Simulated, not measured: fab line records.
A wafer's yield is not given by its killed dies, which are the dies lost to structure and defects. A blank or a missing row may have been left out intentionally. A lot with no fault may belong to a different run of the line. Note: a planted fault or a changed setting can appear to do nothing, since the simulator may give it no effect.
What tool caused it? :: flow n5_finfet :: 72 wafers from 24 lots sampled at 5 of the route's 1938 steps

== WHAT THE GAUGES SHOWED, per wafer ==
N5_GATE_CUT_INSPECT_26: inspects for defects (darkfield). Usual: raw_defect_count at 43, with a standard deviation of 17.
lot: L075
measured: day 5 03:18
on: defect_inspect-01
raw_defect_count: 25 16 43
flag: 

lot: L074
measured: day 5 07:49
on: defect_inspect-01
raw_defect_count: 45 38 34
flag: 

lot: L076
measured: day 5 09:52
on: defect_inspect-01
raw_defect_count: 51 39 28
flag: 

lot: L077
measured: day 5 17:43
on: defect_inspect-01
raw_defect_count: 49 36 31
flag: 

lot: L078
measured: day 5 22:46
on: defect_inspect-01
raw_defect_count: 43 46 51
flag: 

lot: L079
measured: day 6 02:14
on: defect_inspect-02
raw_defect_count: 79 39 63
flag: 

lot: L080
measured: day 6 05:02
on: defect_inspect-02
raw_defect_count: 28 58 47
flag: 

lot: L081
measured: day 6 16:37
on: defect_inspect-02
raw_defect_count: 31 44 30
flag: 

lot: L082
measured: day 6 20:41
on: defect_inspect-02
raw_defect_count: 34 41 48
flag: 

lot: L083
measured: day 7 05:26
on: defect_inspect-02
raw_defect_count: 46 81 67
flag: 

lot: L084
measured: day 7 10:08
on: defect_inspect-02
raw_defect_count: 28 19 28
flag: 

lot: L087
measured: day 8 02:27
on: defect_inspect-02
raw_defect_count: 46 23 30
flag: 

lot: L085
measured: day 8 06:21
on: defect_inspect-01
raw_defect_count: 58 29 73
flag: 

lot: L086
measured: day 8 08:07
on: defect_inspect-02
raw_defect_count: 49 39 32
flag: 

lot: L088
measured: day 8 18:13
on: defect_inspect-01
raw_defect_count: 22 19 61
flag: 

lot: L089
measured: day 8 21:42
on: defect_inspect-01
raw_defect_count: 24 24 51
flag: 

lot: L091
measured: day 9 01:58
on: defect_inspect-02
raw_defect_count: 39 28 30
flag: 

lot: L090
measured: day 9 04:00
on: defect_inspect-02
raw_defect_count: 40 52 46
flag: 

lot: L092
measured: day 9 07:43
on: defect_inspect-02
raw_defect_count: 62 44 52
flag: 

lot: L093
measured: day 9 12:01
on: defect_inspect-01
raw_defect_count: 52 15 24
flag: 

lot: L094
measured: day 9 20:29
on: defect_inspect-02
raw_defect_count: 62 74 42
flag: 

lot: L095
measured: day 9 21:29
on: defect_inspect-01
raw_defect_count: 45 56 44
flag: 

lot: L096
measured: day 10 04:23
on: defect_inspect-02
raw_defect_count: 39 35 56
flag: 

lot: L097
measured: day 10 13:51
on: defect_inspect-02
raw_defect_count: 43 37 33
flag: 

== EACH LOT AND THE TOOL THAT RAN IT (in order: tool; ch and the chambers of the sampled wafers; start) ==
lot: L075
N5_HKMG_FIN_STRIP_92: rie_diel-04 ch 1,3, day 4 10:59
N5_HKMG_FIN_STRIP_90: rie_diel-05 ch 0,2, day 4 13:01
N5_GATE_CUT_VAPOR_ETCH_51: rie_metal-01 ch 0,1, day 4 20:20
N5_GATE_CUT_CMP_43: cmp-02 ch 0,3, day 5 02:40

lot: L074
N5_HKMG_FIN_STRIP_92: rie_diel-03 ch 1,2,3, day 4 12:08
N5_HKMG_FIN_STRIP_90: rie_diel-04 ch 0,1,3, day 4 14:08
N5_GATE_CUT_VAPOR_ETCH_51: rie_metal-03 ch 0,1, day 5 00:25
N5_GATE_CUT_CMP_43: cmp-02 ch 0,1,3, day 5 07:06

lot: L076
N5_HKMG_FIN_STRIP_92: rie_diel-03 ch 0,1,3, day 4 17:23
N5_HKMG_FIN_STRIP_90: rie_diel-05 ch 1,3, day 4 19:29
N5_GATE_CUT_VAPOR_ETCH_51: rie_metal-01 ch 0,1, day 5 06:40
N5_GATE_CUT_CMP_43: cmp-03 ch 0,1,3, day 5 09:10

lot: L077
N5_HKMG_FIN_STRIP_92: rie_diel-04 ch 0,1,3, day 5 06:20
N5_HKMG_FIN_STRIP_90: rie_diel-03 ch 0,1,2, day 5 08:37
N5_GATE_CUT_VAPOR_ETCH_51: rie_metal-02 ch 0,1, day 5 15:00
N5_GATE_CUT_CMP_43: cmp-04 ch 1,2,3, day 5 17:10

lot: L078
N5_HKMG_FIN_STRIP_92: rie_diel-03 ch 0,1, day 5 10:52
N5_HKMG_FIN_STRIP_90: rie_diel-03 ch 0,1, day 5 12:52
N5_GATE_CUT_VAPOR_ETCH_51: rie_metal-03 ch 0,1, day 5 19:45
N5_GATE_CUT_CMP_43: cmp-02 ch 0,1,2, day 5 22:03

lot: L079
N5_HKMG_FIN_STRIP_92: rie_diel-03 ch 1,2, day 5 15:04
N5_HKMG_FIN_STRIP_90: rie_diel-04 ch 0,1,3, day 5 17:09
N5_GATE_CUT_VAPOR_ETCH_51: rie_metal-01 ch 0,1, day 5 23:29
N5_GATE_CUT_CMP_43: cmp-02 ch 0,1,2, day 6 01:31

lot: L080
N5_HKMG_FIN_STRIP_92: rie_diel-05 ch 0,1,3, day 5 17:23
N5_HKMG_FIN_STRIP_90: rie_diel-05 ch 2,3, day 5 19:38
N5_GATE_CUT_VAPOR_ETCH_51: rie_metal-02 ch 0,1, day 6 02:19
N5_GATE_CUT_CMP_43: cmp-02 ch 1,3, day 6 04:24

lot: L081
N5_HKMG_FIN_STRIP_92: rie_diel-03 ch 0,3, day 6 05:10
N5_HKMG_FIN_STRIP_90: rie_diel-04 ch 2,3, day 6 07:20
N5_GATE_CUT_VAPOR_ETCH_51: rie_metal-02 ch 0,1, day 6 13:53
N5_GATE_CUT_CMP_43: cmp-02 ch 0,1,2, day 6 16:04

lot: L082
N5_HKMG_FIN_STRIP_92: rie_diel-03 ch 0,1,3, day 6 09:40
N5_HKMG_FIN_STRIP_90: rie_diel-04 ch 1,2,3, day 6 11:40
N5_GATE_CUT_VAPOR_ETCH_51: rie_metal-03 ch 0,1, day 6 17:58
N5_GATE_CUT_CMP_43: cmp-02 ch 1,2,3, day 6 19:59

lot: L083
N5_HKMG_FIN_STRIP_92: rie_diel-04 ch 0,1,2, day 6 17:56
N5_HKMG_FIN_STRIP_90: rie_diel-03 ch 1,2,3, day 6 20:11
N5_GATE_CUT_VAPOR_ETCH_51: rie_metal-01 ch 0,1, day 7 02:42
N5_GATE_CUT_CMP_43: cmp-02 ch 1,2,3, day 7 04:48

lot: L084
N5_HKMG_FIN_STRIP_92: rie_diel-05 ch 1,2, day 6 22:02
N5_HKMG_FIN_STRIP_90: rie_diel-04 ch 0,1, day 7 00:08
N5_GATE_CUT_VAPOR_ETCH_51: rie_metal-01 ch 0,1, day 7 07:25
N5_GATE_CUT_CMP_43: cmp-03 ch 0,3, day 7 09:31

lot: L087
N5_HKMG_FIN_STRIP_92: rie_diel-04 ch 2,3, day 7 14:38
N5_HKMG_FIN_STRIP_90: rie_diel-03 ch 0,1,2, day 7 16:53
N5_GATE_CUT_VAPOR_ETCH_51: rie_metal-03 ch 0,1, day 7 23:11
N5_GATE_CUT_CMP_43: cmp-03 ch 2,3, day 8 01:44

lot: L085
N5_HKMG_FIN_STRIP_92: rie_diel-04 ch 0,1,2, day 7 17:34
N5_HKMG_FIN_STRIP_90: rie_diel-03 ch 0,2,3, day 7 19:37
N5_GATE_CUT_VAPOR_ETCH_51: rie_metal-02 ch 0,1, day 8 02:02
N5_GATE_CUT_CMP_43: cmp-04 ch 1,2,3, day 8 05:43

lot: L086
N5_HKMG_FIN_STRIP_92: rie_diel-04 ch 0,1,3, day 7 20:46
N5_HKMG_FIN_STRIP_90: rie_diel-03 ch 1,2,3, day 7 23:01
N5_GATE_CUT_VAPOR_ETCH_51: rie_metal-02 ch 0, day 8 05:23
N5_GATE_CUT_CMP_43: cmp-04 ch 0,1,3, day 8 07:29

lot: L088
N5_HKMG_FIN_STRIP_92: rie_diel-05 ch 0,2,3, day 8 05:49
N5_HKMG_FIN_STRIP_90: rie_diel-03 ch 0,3, day 8 07:59
N5_GATE_CUT_VAPOR_ETCH_51: rie_metal-01 ch 0,1, day 8 14:27
N5_GATE_CUT_CMP_43: cmp-03 ch 0,2,3, day 8 17:44

lot: L089
N5_HKMG_FIN_STRIP_92: rie_diel-05 ch 2,3, day 8 08:30
N5_HKMG_FIN_STRIP_90: rie_diel-05 ch 0,2,3, day 8 10:49
N5_GATE_CUT_VAPOR_ETCH_51: rie_metal-01 ch 0,1, day 8 18:10
N5_GATE_CUT_CMP_43: cmp-04 ch 2,3, day 8 21:04

lot: L091
N5_HKMG_FIN_STRIP_92: rie_diel-05 ch 0,1,2, day 8 14:14
N5_HKMG_FIN_STRIP_90: rie_diel-04 ch 0,2,3, day 8 16:16
N5_GATE_CUT_VAPOR_ETCH_51: rie_metal-02 ch 0,1, day 8 23:13
N5_GATE_CUT_CMP_43: cmp-04 ch 0,1,2, day 9 01:24

lot: L090
N5_HKMG_FIN_STRIP_92: rie_diel-03 ch 1,3, day 8 14:37
N5_HKMG_FIN_STRIP_90: rie_diel-03 ch 1,2,3, day 8 17:03
N5_GATE_CUT_VAPOR_ETCH_51: rie_metal-03 ch 0,1, day 9 01:16
N5_GATE_CUT_CMP_43: cmp-02 ch 0,2,3, day 9 03:22

lot: L092
N5_HKMG_FIN_STRIP_92: rie_diel-05 ch 0,1, day 8 20:13
N5_HKMG_FIN_STRIP_90: rie_diel-05 ch 0,1, day 8 22:20
N5_GATE_CUT_VAPOR_ETCH_51: rie_metal-02 ch 0,1, day 9 04:49
N5_GATE_CUT_CMP_43: cmp-02 ch 0,2,3, day 9 07:10

lot: L093
N5_HKMG_FIN_STRIP_92: rie_diel-04 ch 0,1,2, day 8 21:30
N5_HKMG_FIN_STRIP_90: rie_diel-05 ch 0,1,3, day 8 23:41
N5_GATE_CUT_VAPOR_ETCH_51: rie_metal-03 ch 0,1, day 9 06:43
N5_GATE_CUT_CMP_43: cmp-04 ch 0,1,2, day 9 11:23

lot: L094
N5_HKMG_FIN_STRIP_92: rie_diel-03 ch 2,3, day 9 07:32
N5_HKMG_FIN_STRIP_90: rie_diel-04 ch 0,1,2, day 9 09:37
N5_GATE_CUT_VAPOR_ETCH_51: rie_metal-03 ch 0, day 9 17:34
N5_GATE_CUT_CMP_43: cmp-02 ch 0,3, day 9 19:51

lot: L095
N5_HKMG_FIN_STRIP_92: rie_diel-05 ch 1,2,3, day 9 08:50
N5_HKMG_FIN_STRIP_90: rie_diel-05 ch 0,1, day 9 10:59
N5_GATE_CUT_VAPOR_ETCH_51: rie_metal-03 ch 0,1, day 9 18:46
N5_GATE_CUT_CMP_43: cmp-04 ch 0,1,3, day 9 21:00

lot: L096
N5_HKMG_FIN_STRIP_92: rie_diel-04 ch 0,1,3, day 9 16:40
N5_HKMG_FIN_STRIP_90: rie_diel-03 ch 0,1, day 9 18:45
N5_GATE_CUT_VAPOR_ETCH_51: rie_metal-02 ch 0,1, day 10 01:14
N5_GATE_CUT_CMP_43: cmp-04 ch 0,1,2, day 10 03:50

lot: L097
N5_HKMG_FIN_STRIP_92: rie_diel-03 ch 0,1,3, day 10 02:22
N5_HKMG_FIN_STRIP_90: rie_diel-05 ch 1,2, day 10 04:25
N5_GATE_CUT_VAPOR_ETCH_51: rie_metal-01 ch 0,1, day 10 11:07
N5_GATE_CUT_CMP_43: cmp-04 ch 0,2, day 10 13:13
- N5_HKMG_FIN_STRIP_92: strips SOC in N2/H2, time 20 s.
- N5_HKMG_FIN_STRIP_90: strips SOC in N2/H2, time 20 s.
- N5_GATE_CUT_VAPOR_ETCH_51: etches HfO2 in BCl3/Cl2.
- N5_GATE_CUT_CMP_43: polishes SiO2.

== AS READ BY THE TOOLS THEMSELVES (means over the sampled wafers that have a number; for cases with no such wafer, the mark the record gives instead) ==
N5_HKMG_FIN_STRIP_92. Usual: drypump_motor_current_A 5.6 A, standard deviation 0.44; oes_product_au 0.80 a.u., standard deviation 0.1; rf_vpp_V 54.1 V, standard deviation 0.85; showerhead_plenum_p_Torr 3.38 Torr, standard deviation 0.075; throttle_valve_pct 19.1 %, standard deviation 0.43.
lot: L075
tool: rie_diel-04
drypump_motor_current_A (A): 6.0
oes_product_au (a.u.): 0.79
rf_vpp_V (V): 53.8
showerhead_plenum_p_Torr (Torr): 3.43
throttle_valve_pct (%): 19.5
flag: 

lot: L074
tool: rie_diel-03
drypump_motor_current_A (A): 5.8
oes_product_au (a.u.): 0.75
rf_vpp_V (V): 53.9
showerhead_plenum_p_Torr (Torr): 3.45
throttle_valve_pct (%): 19.3
flag: 

lot: L076
tool: rie_diel-03
drypump_motor_current_A (A): 5.9
oes_product_au (a.u.): 0.73
rf_vpp_V (V): 54.7
showerhead_plenum_p_Torr (Torr): 3.40
throttle_valve_pct (%): 19.3
flag: 

lot: L077
tool: rie_diel-04
drypump_motor_current_A (A): 5.5
oes_product_au (a.u.): 0.84
rf_vpp_V (V): 54.6
showerhead_plenum_p_Torr (Torr): 3.40
throttle_valve_pct (%): 19.1
flag: 

lot: L078
tool: rie_diel-03
drypump_motor_current_A (A): 6.0
oes_product_au (a.u.): 0.73
rf_vpp_V (V): 53.7
showerhead_plenum_p_Torr (Torr): 3.36
throttle_valve_pct (%): 18.9
flag: 

lot: L079
tool: rie_diel-03
drypump_motor_current_A (A): 5.7
oes_product_au (a.u.): 0.75
rf_vpp_V (V): 54.3
showerhead_plenum_p_Torr (Torr): 3.44
throttle_valve_pct (%): 18.9
flag: 

lot: L080
tool: rie_diel-05
drypump_motor_current_A (A): 5.7
oes_product_au (a.u.): 0.71
rf_vpp_V (V): 54.4
showerhead_plenum_p_Torr (Torr): 3.34
throttle_valve_pct (%): 19.3
flag: 

lot: L081
tool: rie_diel-03
drypump_motor_current_A (A): 5.6
oes_product_au (a.u.): 0.89
rf_vpp_V (V): 54.7
showerhead_plenum_p_Torr (Torr): 3.41
throttle_valve_pct (%): 19.3
flag: 

lot: L082
tool: rie_diel-03
drypump_motor_current_A (A): 5.9
oes_product_au (a.u.): 0.82
rf_vpp_V (V): 53.7
showerhead_plenum_p_Torr (Torr): 3.39
throttle_valve_pct (%): 19.1
flag: 

lot: L083
tool: rie_diel-04
drypump_motor_current_A (A): 5.2
oes_product_au (a.u.): 0.89
rf_vpp_V (V): 53.9
showerhead_plenum_p_Torr (Torr): 3.33
throttle_valve_pct (%): 18.9
flag: 

lot: L084
tool: rie_diel-05
drypump_motor_current_A (A): 5.3
oes_product_au (a.u.): 0.91
rf_vpp_V (V): 54.0
showerhead_plenum_p_Torr (Torr): 3.45
throttle_valve_pct (%): 19.5
flag: 

lot: L087
tool: rie_diel-04
drypump_motor_current_A (A): 5.8
oes_product_au (a.u.): 0.85
rf_vpp_V (V): 54.3
showerhead_plenum_p_Torr (Torr): 3.36
throttle_valve_pct (%): 19.3
flag: 

lot: L085
tool: rie_diel-04
drypump_motor_current_A (A): 5.2
oes_product_au (a.u.): 0.89
rf_vpp_V (V): 54.5
showerhead_plenum_p_Torr (Torr): 3.33
throttle_valve_pct (%): 18.9
flag: 

lot: L086
tool: rie_diel-04
drypump_motor_current_A (A): 5.5
oes_product_au (a.u.): 0.81
rf_vpp_V (V): 53.6
showerhead_plenum_p_Torr (Torr): 3.38
throttle_valve_pct (%): 19.1
flag: 

lot: L088
tool: rie_diel-05
drypump_motor_current_A (A): 5.7
oes_product_au (a.u.): 0.72
rf_vpp_V (V): 54.0
showerhead_plenum_p_Torr (Torr): 3.31
throttle_valve_pct (%): 19.1
flag: 

lot: L089
tool: rie_diel-05
drypump_motor_current_A (A): 5.5
oes_product_au (a.u.): 0.74
rf_vpp_V (V): 54.4
showerhead_plenum_p_Torr (Torr): 3.38
throttle_valve_pct (%): 19.3
flag: 

lot: L091
tool: rie_diel-05
drypump_motor_current_A (A): 5.5
oes_product_au (a.u.): 0.80
rf_vpp_V (V): 53.7
showerhead_plenum_p_Torr (Torr): 3.36
throttle_valve_pct (%): 19.3
flag: 

lot: L090
tool: rie_diel-03
drypump_motor_current_A (A): 6.1
oes_product_au (a.u.): 0.84
rf_vpp_V (V): 53.4
showerhead_plenum_p_Torr (Torr): 3.41
throttle_valve_pct (%): 19.2
flag: 

lot: L092
tool: rie_diel-05
drypump_motor_current_A (A): 5.5
oes_product_au (a.u.): 0.85
rf_vpp_V (V): 54.0
showerhead_plenum_p_Torr (Torr): 3.38
throttle_valve_pct (%): 19.3
flag: 

lot: L093
tool: rie_diel-04
drypump_motor_current_A (A): 5.2
oes_product_au (a.u.): 0.87
rf_vpp_V (V): 53.7
showerhead_plenum_p_Torr (Torr): 3.33
throttle_valve_pct (%): 19.0
flag: 

lot: L094
tool: rie_diel-03
drypump_motor_current_A (A): 5.4
oes_product_au (a.u.): 0.76
rf_vpp_V (V): 53.9
showerhead_plenum_p_Torr (Torr): 3.43
throttle_valve_pct (%): 19.2
flag: 

lot: L095
tool: rie_diel-05
drypump_motor_current_A (A): 5.5
oes_product_au (a.u.): 0.79
rf_vpp_V (V): 54.9
showerhead_plenum_p_Torr (Torr): 3.39
throttle_valve_pct (%): 19.4
flag: 

lot: L096
tool: rie_diel-04
drypump_motor_current_A (A): 5.5
oes_product_au (a.u.): 0.79
rf_vpp_V (V): 54.8
showerhead_plenum_p_Torr (Torr): 3.37
throttle_valve_pct (%): 19.1
flag: 

lot: L097
tool: rie_diel-03
drypump_motor_current_A (A): 5.9
oes_product_au (a.u.): 0.88
rf_vpp_V (V): 54.1
showerhead_plenum_p_Torr (Torr): 3.38
throttle_valve_pct (%): 19.0
flag: 

N5_HKMG_FIN_STRIP_90. Usual: drypump_motor_current_A 5.6 A, standard deviation 0.42; oes_product_au 0.80 a.u., standard deviation 0.1; rf_vpp_V 54.3 V, standard deviation 0.88; showerhead_plenum_p_Torr 3.37 Torr, standard deviation 0.075; throttle_valve_pct 19.1 %, standard deviation 0.38.
lot: L075
tool: rie_diel-05
drypump_motor_current_A (A): 5.8
oes_product_au (a.u.): 0.75
rf_vpp_V (V): 53.6
showerhead_plenum_p_Torr (Torr): 3.29
throttle_valve_pct (%): 19.0
flag: 

lot: L074
tool: rie_diel-04
drypump_motor_current_A (A): 5.5
oes_product_au (a.u.): 0.85
rf_vpp_V (V): 54.0
showerhead_plenum_p_Torr (Torr): 3.40
throttle_valve_pct (%): 19.0
flag: 

lot: L076
tool: rie_diel-05
drypump_motor_current_A (A): 5.6
oes_product_au (a.u.): 0.72
rf_vpp_V (V): 54.5
showerhead_plenum_p_Torr (Torr): 3.39
throttle_valve_pct (%): 19.4
flag: 

lot: L077
tool: rie_diel-03
drypump_motor_current_A (A): 5.8
oes_product_au (a.u.): 0.75
rf_vpp_V (V): 54.4
showerhead_plenum_p_Torr (Torr): 3.40
throttle_valve_pct (%): 18.9
flag: 

lot: L078
tool: rie_diel-03
drypump_motor_current_A (A): 6.1
oes_product_au (a.u.): 0.78
rf_vpp_V (V): 54.3
showerhead_plenum_p_Torr (Torr): 3.38
throttle_valve_pct (%): 18.9
flag: 

lot: L079
tool: rie_diel-04
drypump_motor_current_A (A): 5.5
oes_product_au (a.u.): 0.84
rf_vpp_V (V): 55.4
showerhead_plenum_p_Torr (Torr): 3.39
throttle_valve_pct (%): 19.1
flag: 

lot: L080
tool: rie_diel-05
drypump_motor_current_A (A): 5.6
oes_product_au (a.u.): 0.74
rf_vpp_V (V): 55.0
showerhead_plenum_p_Torr (Torr): 3.36
throttle_valve_pct (%): 19.2
flag: 

lot: L081
tool: rie_diel-04
drypump_motor_current_A (A): 6.0
oes_product_au (a.u.): 0.79
rf_vpp_V (V): 54.1
showerhead_plenum_p_Torr (Torr): 3.42
throttle_valve_pct (%): 19.5
flag: 

lot: L082
tool: rie_diel-04
drypump_motor_current_A (A): 5.7
oes_product_au (a.u.): 0.85
rf_vpp_V (V): 54.4
showerhead_plenum_p_Torr (Torr): 3.37
throttle_valve_pct (%): 19.4
flag: 

lot: L083
tool: rie_diel-03
drypump_motor_current_A (A): 5.7
oes_product_au (a.u.): 0.83
rf_vpp_V (V): 53.6
showerhead_plenum_p_Torr (Torr): 3.44
throttle_valve_pct (%): 19.2
flag: 

lot: L084
tool: rie_diel-04
drypump_motor_current_A (A): 5.2
oes_product_au (a.u.): 0.88
rf_vpp_V (V): 53.9
showerhead_plenum_p_Torr (Torr): 3.34
throttle_valve_pct (%): 19.0
flag: 

lot: L087
tool: rie_diel-03
drypump_motor_current_A (A): 5.9
oes_product_au (a.u.): 0.72
rf_vpp_V (V): 54.6
showerhead_plenum_p_Torr (Torr): 3.38
throttle_valve_pct (%): 19.0
flag: 

lot: L085
tool: rie_diel-03
drypump_motor_current_A (A): 5.5
oes_product_au (a.u.): 0.76
rf_vpp_V (V): 54.3
showerhead_plenum_p_Torr (Torr): 3.40
throttle_valve_pct (%): 19.2
flag: 

lot: L086
tool: rie_diel-03
drypump_motor_current_A (A): 5.7
oes_product_au (a.u.): 0.81
rf_vpp_V (V): 54.2
showerhead_plenum_p_Torr (Torr): 3.43
throttle_valve_pct (%): 19.2
flag: 

lot: L088
tool: rie_diel-03
drypump_motor_current_A (A): 5.6
oes_product_au (a.u.): 0.84
rf_vpp_V (V): 54.4
showerhead_plenum_p_Torr (Torr): 3.40
throttle_valve_pct (%): 19.4
flag: 

lot: L089
tool: rie_diel-05
drypump_motor_current_A (A): 5.7
oes_product_au (a.u.): 0.72
rf_vpp_V (V): 54.2
showerhead_plenum_p_Torr (Torr): 3.31
throttle_valve_pct (%): 19.1
flag: 

lot: L091
tool: rie_diel-04
drypump_motor_current_A (A): 5.5
oes_product_au (a.u.): 0.82
rf_vpp_V (V): 53.9
showerhead_plenum_p_Torr (Torr): 3.37
throttle_valve_pct (%): 19.1
flag: 

lot: L090
tool: rie_diel-03
drypump_motor_current_A (A): 5.7
oes_product_au (a.u.): 0.80
rf_vpp_V (V): 54.1
showerhead_plenum_p_Torr (Torr): 3.43
throttle_valve_pct (%): 19.2
flag: 

lot: L092
tool: rie_diel-05
drypump_motor_current_A (A): 5.5
oes_product_au (a.u.): 0.86
rf_vpp_V (V): 54.2
showerhead_plenum_p_Torr (Torr): 3.38
throttle_valve_pct (%): 19.3
flag: 

lot: L093
tool: rie_diel-05
drypump_motor_current_A (A): 5.7
oes_product_au (a.u.): 0.77
rf_vpp_V (V): 54.4
showerhead_plenum_p_Torr (Torr): 3.33
throttle_valve_pct (%): 19.2
flag: 

lot: L094
tool: rie_diel-04
drypump_motor_current_A (A): 5.2
oes_product_au (a.u.): 0.86
rf_vpp_V (V): 54.4
showerhead_plenum_p_Torr (Torr): 3.32
throttle_valve_pct (%): 19.0
flag: 

lot: L095
tool: rie_diel-05
drypump_motor_current_A (A): 5.5
oes_product_au (a.u.): 0.86
rf_vpp_V (V): 53.8
showerhead_plenum_p_Torr (Torr): 3.38
throttle_valve_pct (%): 19.3
flag: 

lot: L096
tool: rie_diel-03
drypump_motor_current_A (A): 6.0
oes_product_au (a.u.): 0.91
rf_vpp_V (V): 54.0
showerhead_plenum_p_Torr (Torr): 3.34
throttle_valve_pct (%): 18.7
flag: 

lot: L097
tool: rie_diel-05
drypump_motor_current_A (A): 5.3
oes_product_au (a.u.): 0.79
rf_vpp_V (V): 54.0
showerhead_plenum_p_Torr (Torr): 3.41
throttle_valve_pct (%): 19.5
flag: 

N5_GATE_CUT_VAPOR_ETCH_51. Usual: drypump_motor_current_A 5.6 A, standard deviation 0.55; oes_product_au 0.79 a.u., standard deviation 0.12.
lot: L075
tool: rie_metal-01
drypump_motor_current_A (A): 5.6
oes_product_au (a.u.): 0.79
flag: 

lot: L074
tool: rie_metal-03
drypump_motor_current_A (A): 5.6
oes_product_au (a.u.): 0.69
flag: 

lot: L076
tool: rie_metal-01
drypump_motor_current_A (A): 5.5
oes_product_au (a.u.): 0.78
flag: 

lot: L077
tool: rie_metal-02
drypump_motor_current_A (A): 5.3
oes_product_au (a.u.): 0.78
flag: 

lot: L078
tool: rie_metal-03
drypump_motor_current_A (A): 5.7
oes_product_au (a.u.): 0.78
flag: 

lot: L079
tool: rie_metal-01
drypump_motor_current_A (A): 5.5
oes_product_au (a.u.): 0.77
flag: 

lot: L080
tool: rie_metal-02
drypump_motor_current_A (A): 5.3
oes_product_au (a.u.): 0.77
flag: 

lot: L081
tool: rie_metal-02
drypump_motor_current_A (A): 5.2
oes_product_au (a.u.): 0.71
flag: 

lot: L082
tool: rie_metal-03
drypump_motor_current_A (A): 5.6
oes_product_au (a.u.): 0.67
flag: 

lot: L083
tool: rie_metal-01
drypump_motor_current_A (A): 6.1
oes_product_au (a.u.): 0.84
flag: 

lot: L084
tool: rie_metal-01
drypump_motor_current_A (A): 6.1
oes_product_au (a.u.): 0.84
flag: 

lot: L087
tool: rie_metal-03
drypump_motor_current_A (A): 5.8
oes_product_au (a.u.): 0.89
flag: 

lot: L085
tool: rie_metal-02
drypump_motor_current_A (A): 5.2
oes_product_au (a.u.): 0.71
flag: 

lot: L086
tool: rie_metal-02
drypump_motor_current_A (A): 5.5
oes_product_au (a.u.): 0.80
flag: 

lot: L088
tool: rie_metal-01
drypump_motor_current_A (A): 6.1
oes_product_au (a.u.): 0.84
flag: 

lot: L089
tool: rie_metal-01
drypump_motor_current_A (A): 6.1
oes_product_au (a.u.): 0.84
flag: 

lot: L091
tool: rie_metal-02
drypump_motor_current_A (A): 5.3
oes_product_au (a.u.): 0.75
flag: 

lot: L090
tool: rie_metal-03
drypump_motor_current_A (A): 5.7
oes_product_au (a.u.): 0.87
flag: 

lot: L092
tool: rie_metal-02
drypump_motor_current_A (A): 5.2
oes_product_au (a.u.): 0.71
flag: 

lot: L093
tool: rie_metal-03
drypump_motor_current_A (A): 5.8
oes_product_au (a.u.): 0.88
flag: 

lot: L094
tool: rie_metal-03
drypump_motor_current_A (A): 5.9
oes_product_au (a.u.): 0.83
flag: 

lot: L095
tool: rie_metal-03
drypump_motor_current_A (A): 5.6
oes_product_au (a.u.): 0.90
flag: 

lot: L096
tool: rie_metal-02
drypump_motor_current_A (A): 5.2
oes_product_au (a.u.): 0.70
flag: 

lot: L097
tool: rie_metal-01
drypump_motor_current_A (A): 6.1
oes_product_au (a.u.): 0.81
flag: 

N5_GATE_CUT_CMP_43. Usual: motor_current_A at 12.0 A, with a standard deviation of 1.1.
lot: L075
tool: cmp-02
motor_current_A (A): 12.4
flag: 

lot: L074
tool: cmp-02
motor_current_A (A): 11.7
flag: 

lot: L076
tool: cmp-03
motor_current_A (A): 12.7
flag: 

lot: L077
tool: cmp-04
motor_current_A (A): 12.4
flag: 

lot: L078
tool: cmp-02
motor_current_A (A): 11.5
flag: 

lot: L079
tool: cmp-02
motor_current_A (A): 11.2
flag: 

lot: L080
tool: cmp-02
motor_current_A (A): 11.6
flag: 

lot: L081
tool: cmp-02
motor_current_A (A): 11.1
flag: 

lot: L082
tool: cmp-02
motor_current_A (A): 11.7
flag: 

lot: L083
tool: cmp-02
motor_current_A (A): 11.2
flag: 

lot: L084
tool: cmp-03
motor_current_A (A): 13.3
flag: 

lot: L087
tool: cmp-03
motor_current_A (A): 11.9
flag: 

lot: L085
tool: cmp-04
motor_current_A (A): 12.2
flag: 

lot: L086
tool: cmp-04
motor_current_A (A): 12.5
flag: 

lot: L088
tool: cmp-03
motor_current_A (A): 13.0
flag: 

lot: L089
tool: cmp-04
motor_current_A (A): 12.3
flag: 

lot: L091
tool: cmp-04
motor_current_A (A): 12.4
flag: 

lot: L090
tool: cmp-02
motor_current_A (A): 11.8
flag: 

lot: L092
tool: cmp-02
motor_current_A (A): 11.7
flag: 

lot: L093
tool: cmp-04
motor_current_A (A): 12.3
flag: 

lot: L094
tool: cmp-02
motor_current_A (A): 12.5
flag: 

lot: L095
tool: cmp-04
motor_current_A (A): 12.0
flag: 

lot: L096
tool: cmp-04
motor_current_A (A): 12.6
flag: 

lot: L097
tool: cmp-04
motor_current_A (A): 12.3
flag: 

== THE ANSWER, worked out from the rows above alone ==
Rule: lot off if the mean of its wafers having a number is beyond 3 standard deviations from the usual mean. A lot without any number at a reading at which 4 lots or more have one is off too. Where the step has rows for the other lots, those lots are counted as sound. After the gauges, taken in route order, come the tools' own readings; for these a lot's mean is taken, as printed above. At the first step where some lot is off, the reading lying furthest off is the one used; lots without a number count as furthest.
No lot is off on any of the readings shown, so nothing can be concluded from this.

== WHAT THE SIMULATOR PUT IN ==
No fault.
